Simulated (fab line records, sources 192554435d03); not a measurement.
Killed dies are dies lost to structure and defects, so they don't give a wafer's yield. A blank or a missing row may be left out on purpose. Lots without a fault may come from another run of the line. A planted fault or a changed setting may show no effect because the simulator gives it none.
fab line records | flow n5_finfet
record lots=24 wafers=72 last_day=21
route steps=1938 shown BEOL_M4@1104 BEOL_M5@1129
lots that met no fault: from a run of the same line without faults
start_h: hours from the record's first day to the start of the lot's first wafer shown | wait_h: hours since the lot's step before | " the same as in the row above | L1.1+2: a row that stands for several wafers | - no value, or no start given | * or withheld: withheld | < > ~ a bound
route shown NAME@n: a module of which the file shows steps, and the number in the route of the first | usual: mean/standard deviation of fault-free wafers | same: alike in all rows | chamber/n: place in a boat | sites: the reading at each site | _std_site: their standard deviation | _edge_site: outer sites' mean less inner sites' | radius_mm: how far each site lies from the wafer's centre | mask NAME#n: copy n | behind: the tool/chamber that last shaped the wafer | hold: why the lot was held/for how many hours/how that ended | device: the transistor (n, p or np) that didn't switch | end of line: the same wafers' tests at the end of the route | a step without rows: its recipe alone | killed: dies lost to structure and defects at the first sort, not the wafer's yield | map: a wafer's dies, x killed, . not, _ none there
set.NAME: the setting as run; set.NAME@STEP: as run at that earlier step | model.NAME: the simulator's own value behind a step, which no gauge read
steps of the route over a sample of lots; a table a step, a row a wafer
services: from which hour (start_h, from the record's first day; less than 0 if before it) a tool's chamber was out of use, for how many hours, and why
## steps
# step N5_BEOL_M4_THK_MEAS_53
# recipe thk_meas_gauge=xrf reads=Cu_of_BEOL_M4_ECD_50
# usual M4_THK=39.4/2.2
# columns lot.wafer tool chamber start_h wait_h M4_THK[nm]
L074.1 film_metro-01 - 236.43 - 36.5
L074.4 " - " " 41.3
L074.6 " - " " 40.2
L077.2 film_metro-02 - 259.61 - 41.8
L077.3 " - " " 38.2
L077.5 " - " " 40.4
L076.2 film_metro-02 - 266.02 - 35.1
L076.4 " - " " 37.1
L076.6 " - " " 35.2
L075.2 film_metro-01 - 271.39 - 42.4
L075.3 " - " " 38.3
L075.4 " - " " 41.0
L080.2 film_metro-01 - 277.20 - 43.1
L080.4 " - " " 37.7
L080.5 " - " " 38.7
L078.2 film_metro-01 - 280.40 - 37.1
L078.4 " - " " 41.5
L078.5 " - " " 38.5
L082.3 film_metro-02 - 286.24 - 41.4
L082.4 " - " " 37.8
L082.6 " - " " 37.8
L079.4 film_metro-02 - 288.55 - 40.0
L079.5 " - " " 38.4
L079.6 " - " " 40.0
L086.2 film_metro-02 - 296.81 - 38.6
L086.3 " - " " 39.2
L086.4 " - " " 36.7
L084.1 film_metro-02 - 303.54 - 40.1
L084.4 " - " " 39.2
L084.5 " - " " 41.2
L081.3 film_metro-01 - 310.42 - 40.0
L081.5 " - " " 41.3
L081.6 " - " " 38.8
L083.2 film_metro-02 - 313.14 - 39.7
L083.3 " - " " 40.6
L083.6 " - " " 39.2
L085.2 film_metro-02 - 317.10 - 40.5
L085.3 " - " " 35.1
L085.4 " - " " 37.3
L090.3 film_metro-01 - 329.12 - 41.7
L090.4 " - " " 35.5
L090.6 " - " " 41.2
L089.1 film_metro-01 - 344.27 - 41.9
L089.2 " - " " 40.3
L089.4 " - " " 42.6
L087.1 film_metro-01 - 344.49 - 42.5
L087.2 " - " " 40.1
L087.6 " - " " 42.5
L088.2 film_metro-02 - 347.27 - 39.3
L088.5 " - " " 39.0
L088.6 " - " " 40.0
L091.3 film_metro-01 - 354.52 - 40.1
L091.4 " - " " 36.6
L091.5 " - " " 34.9
L092.2 film_metro-02 - 355.19 - 34.2
L092.3 " - " " 40.5
L092.5 " - " " 41.3
L094.2 film_metro-01 - 358.36 - 40.3
L094.3 " - " " 35.9
L094.4 " - " " 41.6
L096.1 film_metro-01 - 364.13 - 38.2
L096.2 " - " " 42.4
L096.5 " - " " 35.3
L093.2 film_metro-02 - 388.01 - 39.3
L093.3 " - " " 39.1
L093.6 " - " " 40.5
L095.1 film_metro-02 - 388.52 - 38.8
L095.2 " - " " 42.5
L095.6 " - " " 40.2
L097.4 film_metro-01 - 393.36 - 40.6
L097.5 " - " " 37.9
L097.6 " - " " 40.8
# step N5_BEOL_M4_CO_CAP_55
# recipe material=Co target_thk_a=20 temp_c=200 precursor=CCTBA/H2 pressure_torr=30 time_s=102.1
# usual heater_power_w=229/14
# columns lot.wafer tool chamber start_h wait_h heater_power_w
L074.1 cvd_co-01 0 236.51 0.0 241
L074.4 " 1 " " 251
L074.6 " 0 " " 243
L077.2 cvd_co-02 2 259.68 0.0 227
L077.3 " 0 " " 200
L077.5 " 2 " " 226
L076.2 cvd_co-02 0 266.10 0.0 207
L076.4 " 2 " " 222
L076.6 " 1 " " 227
L075.2 cvd_co-02 2 271.46 0.0 228
L075.3 " 1 " " 228
L075.4 " 0 " " 205
L080.2 cvd_co-01 1 277.28 0.0 246
L080.4 " 2 " " 228
L080.5 " 0 " " 245
L078.2 cvd_co-01 1 280.47 0.0 245
L078.4 " 1 " " 246
L078.5 " 0 " " 245
L082.3 cvd_co-02 0 286.32 0.0 207
L082.4 " 2 " " 228
L082.6 " 1 " " 226
L079.4 cvd_co-01 2 288.66 0.0 228
L079.5 " 1 " " 249
L079.6 " 0 " " 242
L086.2 cvd_co-01 1 296.90 0.0 241
L086.3 " 2 " " 238
L086.4 " 0 " " 244
L084.1 cvd_co-02 1 303.61 0.0 223
L084.4 " 2 " " 220
L084.5 " 0 " " 200
L081.3 cvd_co-02 1 310.50 0.0 227
L081.5 " 2 " " 233
L081.6 " 1 " " 229
L083.2 cvd_co-02 1 313.22 0.0 226
L083.3 " 0 " " 205
L083.6 " 0 " " 211
L085.2 cvd_co-01 1 317.17 0.0 258
L085.3 " 0 " " 246
L085.4 " 2 " " 239
L090.3 cvd_co-02 0 329.19 0.0 200
L090.4 " 0 " " 207
L090.6 " 2 " " 226
L089.1 cvd_co-01 2 344.37 0.0 237
L089.2 " 0 " " 242
L089.4 " 0 " " 246
L087.1 cvd_co-02 2 344.57 0.0 225
L087.2 " 0 " " 206
L087.6 " 2 " " 226
L088.2 cvd_co-01 2 347.36 0.0 236
L088.5 " 2 " " 238
L088.6 " 0 " " 238
L091.3 cvd_co-01 0 354.65 0.1 250
L091.4 " 2 " " 237
L091.5 " 0 " " 241
L092.2 cvd_co-02 2 355.27 0.0 222
L092.3 " 0 " " 203
L092.5 " 2 " " 229
L094.2 cvd_co-02 1 358.44 0.0 227
L094.3 " 0 " " 202
L094.4 " 0 " " 207
L096.1 cvd_co-01 0 364.20 0.0 252
L096.2 " 2 " " 233
L096.5 " 2 " " 237
L093.2 cvd_co-01 1 388.08 0.0 231
L093.3 " 0 " " 241
L093.6 " 0 " " 241
L095.1 cvd_co-02 1 388.60 0.0 237
L095.2 " 0 " " 211
L095.6 " 0 " " 202
L097.4 cvd_co-02 0 393.47 0.0 203
L097.5 " 1 " " 230
L097.6 " 2 " " 224
# step N5_BEOL_M5_DESCUM_16
# recipe chemistry=O2 time_s=7 source_power_w=50 bias_power_w=20 pressure_mtorr=20 rf_frequency_hz=2.712e+07 temp_c=40 resist=CAR-EUV o2_flow_sccm=225
# usual drypump_motor_current_A=5.6/0.51 o2_flow_sccm=225.0/0.68 oes_product_au=0.78/0.089 rf_vpp_V=243.4/1.6 showerhead_plenum_p_Torr=2.11/0.095 throttle_valve_pct=20.47/0.2
# columns lot.wafer tool chamber start_h wait_h drypump_motor_current_A o2_flow_sccm oes_product_au rf_hours_counter_h rf_vpp_V showerhead_plenum_p_Torr throttle_valve_pct
L074.1 rie_diel-06 3 241.30 0.0 6.0 225.6 0.92 20 244.3 2.13 20.30
L074.4 " 0 " " 5.8 225.0 0.77 144 243.6 2.06 20.43
L074.6 " 3 " " 6.1 225.4 0.93 - 245.0 2.13 20.31
L077.2 rie_diel-05 0 263.93 0.3 5.0 225.8 0.71 197 240.9 2.00 20.68
L077.3 " 2 " " 6.1 226.3 0.76 148 244.8 2.18 20.32
L077.5 " 1 " " 5.6 225.1 0.69 - 243.5 2.12 20.40
L076.2 rie_diel-05 3 272.08 0.2 5.7 224.5 0.71 187 241.7 1.98 20.25
L076.4 " 1 " " 5.5 224.8 0.70 227 244.5 2.12 20.39
L076.6 " 3 " " 5.7 224.9 0.71 - 242.9 1.98 20.26
L075.2 rie_diel-05 0 276.26 0.0 5.0 225.5 0.70 199 242.7 2.00 20.68
L075.3 " 2 " " 6.1 225.8 0.76 151 243.6 2.18 20.31
L075.4 " 3 " " 5.8 225.9 0.71 188 241.6 1.98 20.26
L080.2 rie_diel-02 1 280.63 0.2 6.4 225.0 0.79 107 245.1 2.22 20.49
L080.4 " 0 " " 4.8 224.8 0.98 5 246.0 2.24 20.69
L080.5 " 1 " " 6.4 224.7 0.80 - 244.4 2.22 20.48
L078.2 rie_diel-05 1 283.69 0.0 5.6 224.7 0.70 231 244.2 2.12 20.40
L078.4 " 1 " " 5.6 225.1 0.70 - 244.9 2.12 20.40
L078.5 " 3 " " 5.7 224.3 0.71 - 240.7 1.98 20.25
L082.3 rie_diel-02 3 289.45 0.0 5.7 226.0 0.82 107 242.4 2.01 20.66
L082.4 " 2 " " 5.0 225.6 0.70 242 242.9 2.15 20.52
L082.6 " 0 " " 4.8 224.4 0.96 - 244.6 2.24 20.70
L079.4 rie_diel-02 2 291.85 0.0 5.1 225.3 0.71 243 244.3 2.15 20.50
L079.5 " 1 " " 6.4 224.9 0.79 - 244.2 2.22 20.49
L079.6 " 0 " " 4.8 224.3 0.96 - 244.2 2.24 20.71
L086.2 rie_diel-05 3 300.38 0.2 5.7 224.0 0.70 196 241.3 1.98 20.26
L086.3 " 0 " " 5.0 225.0 0.69 205 241.1 1.99 20.67
L086.4 " 2 " " 6.1 224.5 0.75 159 243.6 2.18 20.33
L084.1 rie_diel-02 3 307.06 0.0 5.7 225.6 0.80 113 242.7 2.01 20.68
L084.4 " 1 " " 6.4 225.6 0.78 114 244.1 2.22 20.50
L084.5 " 2 " " 5.1 224.5 0.70 - 243.0 2.15 20.52
L081.3 rie_diel-02 2 314.05 0.1 5.0 225.0 0.69 249 244.6 2.15 20.51
L081.5 " 1 " " 6.4 224.3 0.77 - 246.2 2.22 20.50
L081.6 " 0 " " 4.8 225.4 0.94 - 245.2 2.24 20.70
L083.2 rie_diel-05 1 317.55 0.2 5.6 222.8 0.68 242 242.3 2.11 20.42
L083.3 " 3 " " 5.7 225.6 0.69 201 241.4 1.98 20.29
L083.6 " 0 " " 5.0 223.6 0.69 - 241.4 1.99 20.70
L085.2 rie_diel-02 1 320.95 0.0 6.4 223.9 0.78 119 242.4 2.22 20.50
L085.3 " 0 " " 4.8 225.0 0.93 18 245.2 2.24 20.72
L085.4 " 3 " " 5.7 224.0 0.80 - 241.1 2.00 20.68
L090.3 rie_diel-05 1 332.17 0.0 5.6 224.5 0.68 246 243.1 2.11 20.43
L090.4 " 2 " " 6.1 225.3 0.73 169 244.7 2.17 20.34
L090.6 " 2 " " 6.1 225.2 0.74 - 243.8 2.17 20.36
L089.1 rie_diel-02 1 355.66 0.0 6.4 223.9 0.78 133 245.3 2.21 20.54
L089.2 " 3 " " 5.7 225.9 0.79 130 241.4 2.00 20.68
L089.4 " 2 " " 5.0 225.1 0.96 9 244.2 2.15 20.24
L087.1 rie_diel-06 3 356.97 0.0 6.0 225.3 0.86 56 243.7 2.12 20.35
L087.2 " 0 " " 5.8 225.4 0.75 178 242.5 2.05 20.47
L087.6 " 3 " " 6.0 225.5 0.87 - 243.1 2.11 20.36
L088.2 rie_diel-06 1 358.68 0.0 5.5 224.3 0.76 137 242.9 2.19 20.27
L088.5 " 3 " " 6.0 225.0 0.87 - 243.8 2.11 20.36
L088.6 " 0 " " 5.8 224.7 0.75 - 243.0 2.05 20.45
L091.3 rie_diel-02 2 361.80 0.1 5.0 224.1 0.93 11 243.5 2.15 20.21
L091.4 " 0 " " 4.8 224.2 0.90 32 246.1 2.23 20.74
L091.5 " 0 " " 4.8 223.7 0.90 - 244.5 2.23 20.73
L092.2 rie_diel-05 2 363.44 0.0 6.1 224.8 0.73 181 243.9 2.17 20.37
L092.3 " 0 " " 5.0 225.5 0.68 224 241.1 1.99 20.73
L092.5 " 0 " " 5.0 225.3 0.68 - 241.9 1.99 20.72
L094.2 rie_diel-05 0 365.00 0.0 5.0 226.6 0.69 225 240.6 1.99 20.71
L094.3 " 3 " " 5.7 224.6 0.68 218 241.3 1.97 20.29
L094.4 " 2 " " 6.1 225.5 0.72 - 244.7 2.17 20.36
L096.1 rie_diel-05 0 370.34 0.0 5.0 224.7 0.69 226 241.8 1.99 20.72
L096.2 " 3 " " 5.7 224.4 0.68 219 241.7 1.97 20.31
L096.5 " 0 " " 5.0 225.1 0.68 - 242.0 1.99 20.71
L093.2 rie_diel-06 3 390.74 0.0 6.1 224.3 0.85 66 244.0 2.11 20.37
L093.3 " 2 " " 5.5 223.6 0.93 21 242.2 2.04 19.86
L093.6 " 0 " " 5.8 226.7 0.73 - 242.5 2.05 20.49
L095.1 rie_diel-02 3 392.83 0.0 5.7 224.6 0.78 140 239.8 2.00 20.71
L095.2 " 0 " " 4.8 224.8 0.89 41 243.9 2.23 20.75
L095.6 " 1 " " 6.4 224.7 0.77 - 244.9 2.21 20.55
L097.4 rie_diel-02 0 396.46 0.0 4.8 225.6 0.87 42 244.4 2.23 20.75
L097.5 " 0 " " 4.8 225.1 0.88 - 245.0 2.23 20.74
L097.6 " 1 " " 6.4 224.4 0.76 - 244.3 2.21 20.53
# step N5_BEOL_M5_ETCH_62
# recipe chemistry=N2/H2 target=SOC target_depth_a=750 overetch_a=150 mask_material=SiARC temp_c=40 time_s=112.5 ion_energy_ev=200 pressure_mtorr=30 source_w=840 bias_w=150 n2_flow_sccm=200 h2_flow_sccm=200
# usual drypump_motor_current_A=5.6/0.51 oes_product_au=0.62/0.063 rf_vpp_V=525/3.1 showerhead_plenum_p_Torr=2.57/0.1 throttle_valve_pct=17.94/0.28
# columns lot.wafer tool chamber start_h wait_h drypump_motor_current_A oes_product_au rf_hours_counter_h rf_vpp_V showerhead_plenum_p_Torr throttle_valve_pct
L074.1 rie_diel-06 3 241.38 0.0 6.0 0.73 20 525 2.59 17.66
L074.4 " 0 " " 5.8 0.61 144 523 2.56 18.15
L074.6 " 3 " " 6.0 0.74 - 525 2.59 17.67
L077.2 rie_diel-05 0 264.01 0.0 5.0 0.56 197 521 2.41 17.92
L077.3 " 2 " " 6.1 0.60 148 528 2.68 18.03
L077.5 " 1 " " 5.6 0.56 - 526 2.63 18.12
L076.2 rie_diel-05 3 272.16 0.0 5.7 0.57 187 521 2.43 17.79
L076.4 " 1 " " 5.6 0.56 227 527 2.63 18.14
L076.6 " 3 " " 5.8 0.58 - 521 2.43 17.78
L075.2 rie_diel-05 0 276.34 0.0 5.0 0.56 199 520 2.41 17.94
L075.3 " 2 " " 6.1 0.60 151 527 2.68 18.04
L075.4 " 3 " " 5.8 0.58 188 521 2.43 17.79
L080.2 rie_diel-02 1 280.71 0.0 6.4 0.63 107 527 2.66 17.65
L080.4 " 0 " " 4.8 0.75 5 529 2.69 17.94
L080.5 " 1 " " 6.4 0.62 - 526 2.66 17.66
L078.2 rie_diel-05 1 283.77 0.0 5.6 0.55 231 528 2.63 18.10
L078.4 " 1 " " 5.6 0.56 - 526 2.63 18.14
L078.5 " 3 " " 5.8 0.57 - 520 2.43 17.79
L082.3 rie_diel-02 3 289.53 0.0 5.7 0.64 107 522 2.49 18.49
L082.4 " 2 " " 5.0 0.55 242 525 2.61 17.91
L082.6 " 0 " " 4.8 0.75 - 528 2.69 17.93
L079.4 rie_diel-02 2 291.93 0.0 5.0 0.55 243 525 2.61 17.90
L079.5 " 1 " " 6.4 0.62 - 527 2.66 17.65
L079.6 " 0 " " 4.8 0.75 - 529 2.69 17.92
L086.2 rie_diel-05 3 300.46 0.0 5.7 0.57 196 522 2.42 17.80
L086.3 " 0 " " 5.0 0.56 205 520 2.41 17.94
L086.4 " 2 " " 6.2 0.60 159 527 2.67 18.03
L084.1 rie_diel-02 3 307.13 0.0 5.7 0.63 113 521 2.49 18.48
L084.4 " 1 " " 6.4 0.63 114 528 2.66 17.67
L084.5 " 2 " " 5.0 0.56 - 527 2.61 17.93
L081.3 rie_diel-02 2 314.13 0.0 5.0 0.55 249 526 2.60 17.92
L081.5 " 1 " " 6.4 0.62 - 527 2.66 17.67
L081.6 " 0 " " 4.8 0.73 - 529 2.69 17.94
L083.2 rie_diel-05 1 317.63 0.0 5.5 0.56 242 527 2.63 18.15
L083.3 " 3 " " 5.8 0.57 201 520 2.42 17.81
L083.6 " 0 " " 5.0 0.56 - 520 2.41 17.96
L085.2 rie_diel-02 1 321.03 0.0 6.4 0.62 119 526 2.66 17.67
L085.3 " 0 " " 4.8 0.73 18 529 2.69 17.95
L085.4 " 3 " " 5.7 0.63 - 520 2.48 18.49
L090.3 rie_diel-05 1 332.25 0.0 5.6 0.55 246 526 2.62 18.15
L090.4 " 2 " " 6.2 0.59 169 526 2.67 18.07
L090.6 " 2 " " 6.1 0.58 - 527 2.67 18.06
L089.1 rie_diel-02 1 355.74 0.0 6.4 0.61 133 528 2.65 17.68
L089.2 " 3 " " 5.7 0.62 130 520 2.48 18.53
L089.4 " 2 " " 5.0 0.73 9 524 2.60 17.56
L087.1 rie_diel-06 3 357.05 0.0 6.1 0.68 56 526 2.58 17.71
L087.2 " 0 " " 5.8 0.59 178 523 2.55 18.20
L087.6 " 3 " " 6.0 0.68 - 525 2.58 17.72
L088.2 rie_diel-06 1 358.76 0.0 5.6 0.61 137 527 2.63 17.47
L088.5 " 3 " " 6.0 0.68 - 525 2.58 17.72
L088.6 " 0 " " 5.8 0.59 - 523 2.55 18.21
L091.3 rie_diel-02 2 361.88 0.0 5.0 0.72 11 526 2.60 17.55
L091.4 " 0 " " 4.8 0.71 32 528 2.68 17.97
L091.5 " 0 " " 4.8 0.71 - 527 2.68 17.96
L092.2 rie_diel-05 2 363.52 0.0 6.1 0.58 181 528 2.66 18.07
L092.3 " 0 " " 5.0 0.55 224 520 2.40 17.97
L092.5 " 0 " " 5.0 0.55 - 520 2.40 17.97
L094.2 rie_diel-05 0 365.08 0.0 5.0 0.54 225 520 2.40 17.97
L094.3 " 3 " " 5.7 0.56 218 520 2.42 17.84
L094.4 " 2 " " 6.1 0.57 - 527 2.66 18.09
L096.1 rie_diel-05 0 370.42 0.0 5.0 0.55 226 519 2.40 17.96
L096.2 " 3 " " 5.8 0.56 219 519 2.42 17.86
L096.5 " 0 " " 5.0 0.55 - 519 2.40 17.96
L093.2 rie_diel-06 3 390.82 0.0 6.0 0.66 66 526 2.57 17.75
L093.3 " 2 " " 5.5 0.72 21 523 2.48 17.31
L093.6 " 0 " " 5.8 0.58 - 524 2.54 18.22
L095.1 rie_diel-02 3 392.91 0.0 5.7 0.61 140 521 2.47 18.54
L095.2 " 0 " " 4.8 0.69 41 527 2.68 17.99
L095.6 " 1 " " 6.4 0.61 - 527 2.65 17.71
L097.4 rie_diel-02 0 396.54 0.0 4.8 0.69 42 528 2.68 17.96
L097.5 " 0 " " 4.8 0.69 - 528 2.68 17.97
L097.6 " 1 " " 6.4 0.60 - 528 2.65 17.72
# step N5_BEOL_M5_ANNEAL_49
# recipe temp_c=400 time_s=1800 ambient=vacuum
# usual heater_power_w=779/70
# columns lot.wafer tool chamber start_h wait_h heater_power_w
L074.1 pvd_sputter-03 - 248.71 0.0 656
L074.4 " - " " 834
L074.6 " - " " 827
L077.2 pvd_sputter-03 - 267.09 0.0 804
L077.3 " - " " 660
L077.5 " - " " 760
L076.2 pvd_sputter-01 - 277.39 0.0 794
L076.4 " - " " 834
L076.6 " - " " 868
L075.2 pvd_sputter-03 - 280.53 0.0 755
L075.3 " - " " 799
L075.4 " - " " 656
L080.2 pvd_sputter-02 - 284.59 0.0 859
L080.4 " - " " 706
L080.5 " - " " 697
L078.2 pvd_sputter-03 - 288.86 0.0 735
L078.4 " - " " 823
L078.5 " - " " 732
L082.3 pvd_sputter-03 - 294.97 0.0 654
L082.4 " - " " 817
L082.6 " - " " 832
L079.4 pvd_sputter-01 - 296.51 0.0 801
L079.5 " - " " 790
L079.6 " - " " 842
L086.2 pvd_sputter-01 - 305.55 0.0 845
L086.3 " - " " 739
L086.4 " - " " 883
L084.1 pvd_sputter-01 - 312.63 0.0 918
L084.4 " - " " 717
L084.5 " - " " 919
L081.3 pvd_sputter-03 - 319.01 0.0 747
L081.5 " - " " 834
L081.6 " - " " 817
L083.2 pvd_sputter-02 - 323.39 0.0 699
L083.3 " - " " 693
L083.6 " - " " 779
L085.2 pvd_sputter-02 - 327.90 0.0 686
L085.3 " - " " 772
L085.4 " - " " 705
L090.3 pvd_sputter-01 - 335.91 0.0 865
L090.4 " - " " 733
L090.6 " - " " 840
L089.1 pvd_sputter-01 - 363.92 0.0 916
L089.2 " - " " 726
L089.4 " - " " 785
L087.1 pvd_sputter-03 - 365.34 0.0 803
L087.2 " - " " 822
L087.6 " - " " 817
L088.2 pvd_sputter-02 - 365.95 0.0 767
L088.5 " - " " 695
L088.6 " - " " 772
L092.2 pvd_sputter-01 - 369.11 0.0 897
L092.3 " - " " 733
L092.5 " - " " 890
L091.3 pvd_sputter-03 - 370.01 0.0 749
L091.4 " - " " 802
L091.5 " - " " 756
L094.2 pvd_sputter-03 - 375.08 0.0 792
L094.3 " - " " 663
L094.4 " - " " 747
L096.1 pvd_sputter-02 - 377.69 0.0 847
L096.2 " - " " 774
L096.5 " - " " 702
L093.2 pvd_sputter-03 - 395.44 0.0 825
L093.3 " - " " 821
L093.6 " - " " 801
L095.1 pvd_sputter-01 - 396.65 0.0 726
L095.2 " - " " 898
L095.6 " - " " 730
L097.4 pvd_sputter-02 - 403.24 0.0 768
L097.5 " - " " 850
L097.6 " - " " 698
# step N5_BEOL_M5_SPUTTER_81
# recipe material=Cu target_thk_a=150 temp_c=-20 chamber_pressure_pa=0.07 power_w=withheld time_s=27.62
# usual throttle_valve_pct=29.9/0.76
# columns lot.wafer tool chamber start_h wait_h throttle_valve_pct
L074.1 pvd_sputter-03 - 249.71 0.5 28.9
L074.4 " - " " 30.2
L074.6 " - " " 30.4
L077.2 pvd_sputter-03 - 268.10 0.5 31.2
L077.3 " - " " 28.8
L077.5 " - " " 29.5
L076.2 pvd_sputter-01 - 278.39 0.5 29.4
L076.4 " - " " 29.5
L076.6 " - " " 29.2
L075.2 pvd_sputter-03 - 281.67 0.6 29.4
L075.3 " - " " 31.2
L075.4 " - " " 28.6
L080.2 pvd_sputter-02 - 285.60 0.5 30.4
L080.4 " - " " 29.2
L080.5 " - " " 29.6
L078.2 pvd_sputter-03 - 289.87 0.5 29.4
L078.4 " - " " 30.7
L078.5 " - " " 29.5
L082.3 pvd_sputter-03 - 295.98 0.5 28.9
L082.4 " - " " 31.1
L082.6 " - " " 30.4
L079.4 pvd_sputter-01 - 297.51 0.5 29.6
L079.5 " - " " 29.1
L079.6 " - " " 29.5
L086.2 pvd_sputter-01 - 306.55 0.5 29.4
L086.3 " - " " 31.4
L086.4 " - " " 29.7
L084.1 pvd_sputter-01 - 313.64 0.5 30.0
L084.4 " - " " 31.0
L084.5 " - " " 29.6
L081.3 pvd_sputter-03 - 320.02 0.5 29.4
L081.5 " - " " 30.3
L081.6 " - " " 31.4
L083.2 pvd_sputter-02 - 324.40 0.5 29.4
L083.3 " - " " 29.5
L083.6 " - " " 29.9
L085.2 pvd_sputter-02 - 328.90 0.5 29.3
L085.3 " - " " 29.9
L085.4 " - " " 29.2
L090.3 pvd_sputter-01 - 336.91 0.5 29.5
L090.4 " - " " 31.2
L090.6 " - " " 29.7
L089.1 pvd_sputter-01 - 364.93 0.5 29.8
L089.2 " - " " 31.5
L089.4 " - " " 29.3
L087.1 pvd_sputter-03 - 366.35 0.5 30.5
L087.2 " - " " 31.1
L087.6 " - " " 30.2
L088.2 pvd_sputter-02 - 366.96 0.5 29.9
L088.5 " - " " 29.6
L088.6 " - " " 29.9
L092.2 pvd_sputter-01 - 370.12 0.5 29.6
L092.3 " - " " 31.1
L092.5 " - " " 29.8
L091.3 pvd_sputter-03 - 371.01 0.5 29.6
L091.4 " - " " 31.0
L091.5 " - " " 29.7
L094.2 pvd_sputter-03 - 376.09 0.5 31.1
L094.3 " - " " 28.6
L094.4 " - " " 29.6
L096.1 pvd_sputter-02 - 378.70 0.5 30.7
L096.2 " - " " 30.0
L096.5 " - " " 29.4
L093.2 pvd_sputter-03 - 396.44 0.5 31.2
L093.3 " - " " 30.3
L093.6 " - " " 30.1
L095.1 pvd_sputter-01 - 397.65 0.5 30.9
L095.2 " - " " 29.8
L095.6 " - " " 31.1
L097.4 pvd_sputter-02 - 404.25 0.5 29.9
L097.5 " - " " 30.2
L097.6 " - " " 29.3
## services
# columns tool chamber start_h hours kind
pvd_sputter-03 - 216.35 1.0 repair
rie_diel-05 3 216.50 6.9 repair
rie_diel-02 0 239.75 - clean
rie_diel-02 0 239.75 - consumable_replace:focus_ring
rie_diel-02 0 239.75 - consumable_replace:showerhead
rie_diel-02 0 239.75 23.9 scheduled_down
rie_diel-02 0 239.75 23.9 vent_cycle
rie_diel-06 - 246.41 0.3 repair
rie_diel-06 3 272.62 3.0 repair
rie_diel-05 0 278.72 5.3 repair
rie_diel-06 0 285.76 6.9 repair
cvd_co-02 - 296.93 0.8 repair
rie_diel-02 2 317.30 - clean
rie_diel-02 2 317.30 - consumable_replace:focus_ring
rie_diel-02 2 317.30 12.3 scheduled_down
rie_diel-02 2 317.30 12.3 vent_cycle
rie_diel-05 0 344.40 2.8 repair
rie_diel-05 1 347.18 - clean
rie_diel-05 1 347.18 - consumable_replace:esc
rie_diel-05 1 347.18 - consumable_replace:focus_ring
rie_diel-05 1 347.18 37.7 scheduled_down
rie_diel-05 1 347.18 37.7 vent_cycle
rie_diel-02 1 367.74 5.0 repair
rie_diel-06 0 401.30 8.8 repair
## key
fault none
